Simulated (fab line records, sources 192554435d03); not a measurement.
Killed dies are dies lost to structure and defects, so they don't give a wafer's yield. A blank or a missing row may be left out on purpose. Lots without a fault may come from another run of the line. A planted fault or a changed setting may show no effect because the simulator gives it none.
One fault seen from 2 desks | flow n5_finfet | each desk has only its own numbers; what lay behind them comes last

THE METROLOGY DESK
What the gauges read, lot by lot, whatever tool the lot ran on: means of the sampled wafers that have a number. A lot is out of limits, marked OUT, if its mean lies more than 4 standard deviations from the usual mean; the brackets give that distance. Of its 11 readings 7 are shown: those that lie furthest out on some lot.
Columns: A = DIBL_N at N5_BEOL_M4_RC_MEAS_101, usual 36.4 mV/V; B = DIBL_P at N5_BEOL_M4_RC_MEAS_101, usual 36.5 mV/V; C = IOFF_N at N5_BEOL_M4_RC_MEAS_101, usual 0.154 nA/um; D = IOFF_P at N5_BEOL_M4_RC_MEAS_101, usual 0.202 nA/um; E = SS_N at N5_BEOL_M4_RC_MEAS_101, usual 71.6 mV/dec; F = SS_P at N5_BEOL_M4_RC_MEAS_101, usual 73.4 mV/dec; G = VT_P at N5_BEOL_M4_RC_MEAS_101, usual -251.4 mV
lot  | first seen here | A    | B    | C     | D     | E    | F    | G
L915 | day 5 01:11     | 36.1 | 39.1 | 0.156 | 0.191 | 71.7 | 73.3 | -253.2
L916 | day 5 05:37     | 34.5 | 34.6 | 0.139 | 0.183 | 71.4 | 72.7 | -252.1
L921 | day 6 12:22     | 36.5 | 36.2 | 0.151 | 0.213 | 71.8 | 72.8 | -249.1
L923 | day 7 01:46     | 37.2 | 36.7 | 0.175 | 0.223 | 71.8 | 74.1 | -250.4
L924 | day 7 06:43     | 36.9 | 39.6 | 0.179 | 0.230 | 72.1 | 74.2 | -250.6
L925 | day 7 12:12     | 34.3 | 34.7 | 0.132 | 0.199 | 70.9 | 72.9 | -248.3
This desk's finding: nothing out of limits on any of the 6 lots.

THE TOOL OWNER'S DESK: rie_si-05
The tool's own readings at N5_FIN_SAQP_ETCH_65 (etches SiO2 in CF4, target depth 4 nm, time 4.4 s): means of the sampled wafers that have a number, for each lot that ran on this tool. A lot is out of limits, marked OUT, if its mean lies more than 4 standard deviations from the usual mean; the brackets give that distance.
Columns: A = bias_w at N5_FIN_SAQP_ETCH_65, usual 400.0 W; B = drypump_motor_current_A at N5_FIN_SAQP_ETCH_65, usual 5.6 A; C = oes_product_au at N5_FIN_SAQP_ETCH_65, usual 0.997 a.u.; D = throttle_valve_pct at N5_FIN_SAQP_ETCH_65, usual 21.71 %
lot  | first seen here | A     | B   | C                | D
L915 | day 5 01:20     | 400.3 | 5.7 | 0.883 (-8.2) OUT | 21.38
L916 | day 5 05:46     | 401.3 | 5.5 | 0.919 (-5.6) OUT | 21.43
This desk's finding: out of limits on L915, L916; first on L915, day 5 01:20 (oes_product_au at N5_FIN_SAQP_ETCH_65). In limits: none.

PUT TOGETHER
The tool owner's desk could have raised an alarm at day 5 01:20, on L915, L916.
The metrology desk saw nothing out of limits.
The metrology desk has L915, L916 on record, within its limits.
Of the lots named, all ran N5_FIN_SAQP_ETCH_65 on rie_si-05.

WHAT THE SIMULATOR HAD PUT IN
Process parameter drift: rie_si-05, from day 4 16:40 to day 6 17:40, at N5_FIN_SAQP_ETCH_65. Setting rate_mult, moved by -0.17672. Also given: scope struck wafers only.
Lots struck among those shown: L915, L916.
Hours from the fault's start to each desk's first reading out of limits: the tool owner's desk, 9.
